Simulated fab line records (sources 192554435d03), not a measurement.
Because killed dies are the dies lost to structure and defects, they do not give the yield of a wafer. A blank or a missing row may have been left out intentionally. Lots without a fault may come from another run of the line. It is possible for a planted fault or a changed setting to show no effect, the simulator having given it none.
Code-filled problem report in 8D (eight disciplines) form || flow n5 finfet || the parts of the form that need people (team, actions taken, sign-off) are left out

== 1. PROBLEM STATEMENT ==
bias w at N5_BEOL_M12_ETCH_59 reads a mean of 121.9 W on 3 wafers of 2 lots; wafers without a fault read 150.1 W with a standard deviation of 0.47. That puts it -60 standard deviations away from the usual mean.
The step: etches BARC in N2/H2, target depth 89 nm, overetch 26.7 nm, time 67.9 s.
Earliest sighting: wafer L890.5 on rie diel-06 at day 13 12:43. The record holds 18 wafers of 6 lots with a number at this step. Rule for "out", or "out of limits": more than 4 standard deviations from the usual mean. The other wafers with a number count as sound.

== 2. WHAT IT IS; WHAT IT IS NOT ==
{"question": "which readings at this step", "is": "bias w, rf vpp V", "is not": "drypump motor current A, oes product au, showerhead plenum p Torr, throttle valve pct"}
{"question": "which lots", "is": "L889, L890", "is not": "L878, L880, L894, L899"}
{"question": "which wafers of those lots", "is": "L889.1, L889.6, L890.5", "is not": "L889.2, L890.3, L890.6"}
{"question": "read on which tools", "is": "rie diel-06", "is not": "rie diel-04"}
{"question": "when", "is": "from day 13 12:43", "is not": "up to then (8 sound wafers); but 7 sound wafers of L889, L894, L899 came after"}

== 3. WHAT RULES OUT EACH SUSPECT ==
Counting: a tool at a process step up to the reading stays a suspect if it ran every lot that is out. Sound lots after the first of them don't rule it out here, since some wafers of a struck lot are sound.
- rie diel-06 at N5_BEOL_M12_DESCUM_15 (chemistry O2, time 7.9 s): kept. Every lot that is out went through it, the first being L890 (day 13 12:41); the last sound lot it ran before that was L878 (day 10 13:58).
- rie diel-06 at N5_BEOL_M12_ETCH_59 (etches BARC in N2/H2, target depth 89 nm, overetch 26.7 nm, time 67.9 s): kept. Every lot that is out went through it, the first being L890 (day 13 12:43); the last sound lot it ran before that was L878 (day 10 13:59). Out on those wafers are its own readings of bias w, rf vpp V.
- rie diel-06, N5_BEOL_M12_DESCUM_15: wafers that are out in chamber 2, sound lot-mates in chambers 0, 1, 3.
- rie diel-06, N5_BEOL_M12_ETCH_59: wafers that are out in chamber 2, sound lot-mates in chambers 0, 1, 3.
What counting leaves: rie diel-06 at N5_BEOL_M12_DESCUM_15 and rie diel-06 at N5_BEOL_M12_ETCH_59.

== 4. THE CAUSE (what the simulator had put in) ==
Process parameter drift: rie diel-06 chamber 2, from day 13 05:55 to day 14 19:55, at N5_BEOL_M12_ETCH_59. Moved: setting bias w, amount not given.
Of the 2 suspects that counting leaves, this tool is one.

== 5. THE EFFECT CHAIN, in route order ==
One row per reading whose mean, taken over the struck wafers that have a number, lies over 3 standard deviations from the usual. Readings are gone through only where the record gives a usual standard deviation; hours: the median, over the lots, of the time from a lot's start at the first step in this table giving one to that lot's start at this step; sigmas: the change measured in usual standard deviations.
{"hours": 0, "step": "N5_BEOL_M12_ETCH_59", "reading": "bias w", "usual": "150.1 W", "on struck wafers": 121.9, "change": -28.2, "sigmas": -60}
{"hours": 0, "step": "N5_BEOL_M12_ETCH_59", "reading": "rf vpp V", "usual": "524.2 V", "on struck wafers": 458.9, "change": -65.3, "sigmas": -23}
The process steps in it:
- N5_BEOL_M12_ETCH_59: etches BARC in N2/H2, target depth 89 nm, overetch 26.7 nm, time 67.9 s.

== 6. HOW IT WOULD HAVE BEEN CAUGHT EARLIER ==
In this record no reading fell out of limits until day 13 12:43, 7 hours after the fault had begun at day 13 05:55.
